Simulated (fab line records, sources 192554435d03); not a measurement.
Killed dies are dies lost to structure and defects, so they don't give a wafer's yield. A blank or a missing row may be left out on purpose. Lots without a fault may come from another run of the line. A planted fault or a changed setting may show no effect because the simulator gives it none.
Which tool did it? | flow n5_finfet | 24 lots, 72 wafers sampled, at 4 steps of a route of 1938

WHAT THE GAUGES READ, wafer by wafer
N5_FIN_SAQP_CD_MEAS_16: target cd 35.6 nm.
lot  | measured    | on        | cd_nm (nm)
L074 | day 1 22:22 | cd_sem-03 | 35.83 35.82 35.80
L075 | day 2 04:43 | cd_sem-02 | 35.35 35.20 35.77
L076 | day 2 09:07 | cd_sem-03 | 35.93 35.46 35.38
L077 | day 2 15:18 | cd_sem-01 | 35.49 35.63 35.71
L078 | day 2 21:14 | cd_sem-02 | 35.72 36.01 35.27
L079 | day 3 03:25 | cd_sem-03 | 35.00 34.76 35.63
L080 | day 3 11:03 | cd_sem-03 | 35.26 35.06 35.24
L081 | day 3 16:15 | cd_sem-01 | 36.15 36.16 35.57
L082 | day 3 22:23 | cd_sem-02 | 35.49 35.29 35.60
L083 | day 4 04:40 | cd_sem-02 | 35.93 34.98 35.34
L084 | day 4 11:03 | cd_sem-01 | 35.78 35.70 35.64
L085 | day 4 17:32 | cd_sem-02 | 35.21 35.06 35.30
L086 | day 4 23:29 | cd_sem-03 | 35.65 35.33 35.30
L087 | day 5 04:41 | cd_sem-03 | 35.50 35.60 35.49
L088 | day 5 09:34 | cd_sem-01 | 35.64 35.51 35.37
L089 | day 5 15:55 | cd_sem-01 | 35.22 35.61 35.75
L090 | day 5 21:23 | cd_sem-03 | 35.01 35.11 35.54
L091 | day 6 04:15 | cd_sem-03 | 35.75 35.71 35.36
L092 | day 6 09:14 | cd_sem-02 | 35.14 35.28 35.69
L093 | day 6 16:22 | cd_sem-01 | 35.35 35.13 35.48
L094 | day 6 23:05 | cd_sem-02 | 35.17 35.41 35.81
L095 | day 7 03:58 | cd_sem-01 | 35.83 35.36 35.64
L096 | day 7 10:15 | cd_sem-02 | 35.65 35.44 35.85
L097 | day 7 15:55 | cd_sem-03 | 35.77 35.75 35.48

N5_FIN_SAQP_CD_MEAS_37: target cd 8 nm.
lot  | measured    | on        | cd_nm (nm)
L074 | day 2 04:07 | cd_sem-01 | 8.47 8.29 8.32
L075 | day 2 11:49 | cd_sem-03 | 8.35 7.78 8.14
L076 | day 2 14:01 | cd_sem-03 | 7.96 8.11 8.49
L077 | day 2 20:14 | cd_sem-02 | 8.32 8.07 7.95
L078 | day 3 01:40 | cd_sem-01 | 8.34 8.09 8.20
L079 | day 3 07:32 | cd_sem-01 | 8.24 8.01 7.94
L080 | day 3 15:33 | cd_sem-03 | 8.47 8.73 7.88
L081 | day 3 20:42 | cd_sem-02 | 7.95 8.13 8.38
L082 | day 4 02:59 | cd_sem-02 | 8.26 8.16 8.15
L083 | day 4 09:45 | cd_sem-02 | 8.10 8.18 8.07
L084 | day 4 17:39 | cd_sem-03 | 8.18 8.26 8.29
L085 | day 4 23:38 | cd_sem-02 | 8.39 8.60 8.47
L086 | day 5 05:29 | cd_sem-03 | 8.16 8.17 7.91
L087 | day 5 08:51 | cd_sem-03 | 7.89 8.39 8.32
L088 | day 5 14:16 | cd_sem-01 | 7.92 8.13 7.94
L089 | day 5 21:10 | cd_sem-01 | 8.51 8.36 8.19
L090 | day 6 01:48 | cd_sem-01 | 7.77 8.35 8.12
L091 | day 6 09:02 | cd_sem-01 | 7.97 7.88 8.25
L092 | day 6 14:01 | cd_sem-01 | 8.20 7.69 7.85
L093 | day 6 21:00 | cd_sem-02 | 8.11 7.91 8.31
L094 | day 7 03:34 | cd_sem-02 | 8.19 8.12 7.95
L095 | day 7 08:40 | cd_sem-01 | 8.07 8.15 7.84
L096 | day 7 15:04 | cd_sem-01 | 8.53 8.13 8.07
L097 | day 7 20:05 | cd_sem-01 | 7.59 7.62 7.66

N5_FIN_CUT_CD_MEAS_08: target cd 29.1 nm.
lot  | measured    | on        | cd_nm (nm)
L074 | day 2 04:40 | cd_sem-01 | 29.19 29.37 29.05
L075 | day 2 12:14 | cd_sem-01 | 28.97 29.07 29.65
L076 | day 2 14:28 | cd_sem-02 | 29.19 29.02 29.04
L077 | day 2 20:47 | cd_sem-02 | 29.34 29.36 29.03
L078 | day 3 02:15 | cd_sem-02 | 28.76 29.24 28.97
L079 | day 3 08:06 | cd_sem-03 | 28.97 29.03 28.93
L080 | day 3 16:01 | cd_sem-01 | 29.57 29.67 28.92
L081 | day 3 21:15 | cd_sem-02 | 29.23 28.99 28.72
L082 | day 4 03:32 | cd_sem-02 | 29.20 29.23 29.23
L083 | day 4 10:21 | cd_sem-02 | 29.32 29.28 29.25
L084 | day 4 18:13 | cd_sem-01 | 29.50 29.43 28.83
L085 | day 5 00:12 | cd_sem-03 | 29.49 28.94 29.08
L086 | day 5 05:55 | cd_sem-03 | 29.67 29.51 28.84
L087 | day 5 09:17 | cd_sem-01 | 29.36 29.16 29.15
L088 | day 5 14:42 | cd_sem-03 | 29.11 29.12 28.79
L089 | day 5 21:37 | cd_sem-01 | 29.29 29.27 29.11
L090 | day 6 02:14 | cd_sem-01 | 29.33 29.37 29.46
L091 | day 6 09:28 | cd_sem-02 | 29.32 29.02 29.39
L092 | day 6 14:29 | cd_sem-02 | 28.88 28.94 28.73
L093 | day 6 21:26 | cd_sem-03 | 28.98 29.17 29.10
L094 | day 7 04:00 | cd_sem-02 | 29.37 29.55 29.60
L095 | day 7 09:13 | cd_sem-02 | 29.24 28.99 29.30
L096 | day 7 15:30 | cd_sem-02 | 28.95 29.22 29.35
L097 | day 7 20:31 | cd_sem-03 | 29.00 29.19 28.88

N5_FIN_CUT_OVL_MEAS_09.
lot  | measured    | on         | FIN_CUT_OVL (nm)
L074 | day 2 04:43 | overlay-02 | 0.3 -0.1 0.5
L075 | day 2 12:17 | overlay-01 | 1.0 0.3 -0.1
L076 | day 2 14:29 | overlay-01 | -0.1 0.6 -0.2
L077 | day 2 20:49 | overlay-02 | -0.4 0.1 0.4
L078 | day 3 02:17 | overlay-02 | -0.5 -0.2 0.6
L079 | day 3 08:08 | overlay-02 | -0.3 -0.4 -0.8
L080 | day 3 16:02 | overlay-02 | 0.5 1.2 0.4
L081 | day 3 21:17 | overlay-02 | 0.1 0.0 0.6
L082 | day 4 03:35 | overlay-02 | 0.3 -0.2 -0.6
L083 | day 4 10:23 | overlay-02 | -1.3 -1.3 -0.5
L084 | day 4 18:15 | overlay-02 | 0.3 -0.1 0.5
L085 | day 5 00:14 | overlay-02 | 0.3 0.5 -0.9
L086 | day 5 05:56 | overlay-01 | -0.3 -0.4 0.0
L087 | day 5 09:19 | overlay-02 | -0.8 0.0 -0.2
L088 | day 5 14:44 | overlay-01 | -0.4 -1.8 -0.3
L089 | day 5 21:39 | overlay-01 | 0.1 0.9 0.5
L090 | day 6 02:16 | overlay-01 | 0.1 -0.2 0.3
L091 | day 6 09:30 | overlay-01 | 1.0 0.5 0.3
L092 | day 6 14:31 | overlay-02 | 0.7 0.2 1.1
L093 | day 6 21:28 | overlay-02 | 1.0 0.9 0.5
L094 | day 7 04:02 | overlay-01 | -1.1 0.3 0.3
L095 | day 7 09:15 | overlay-02 | -0.4 0.4 0.8
L096 | day 7 15:32 | overlay-02 | -0.7 -0.2 0.4
L097 | day 7 20:33 | overlay-01 | -1.0 -1.0 -0.8

WHICH TOOL RAN EACH LOT (tool, then ch and the chambers of the sampled wafers, then the start)
The record holds no process step before these readings.

WHAT THE TOOLS THEMSELVES READ (means of the sampled wafers that have a number; where no wafer has one, the mark that the record gives instead)
The record holds no such reading with a usual standard deviation.

THE ANSWER, worked out from the rows above alone
Rule: what is usual is taken from the lots themselves. Put in order of their means at a reading, lots are off if they are a third of the lots or fewer, leave a main group of 4 or more, and stand apart from it by a gap of 3 or more times the standard deviation of the main group's means; of several such gaps the widest counts. A main group whose means are all the same, to the digits that the tables above print for the reading, isn't used. A lot without any number at a reading at which 4 lots or more have one is off too. The other lots that the step has rows for count as sound. The gauges are gone through in route order, then the tools' own readings, and for those a lot's mean is taken as printed above. The first step at which some lot is off is used, and at that step the reading that is off furthest; a lot without a number counts as furthest.
No lot is off at any reading shown: from this, nothing can be told.

WHAT THE SIMULATOR HAD PUT IN
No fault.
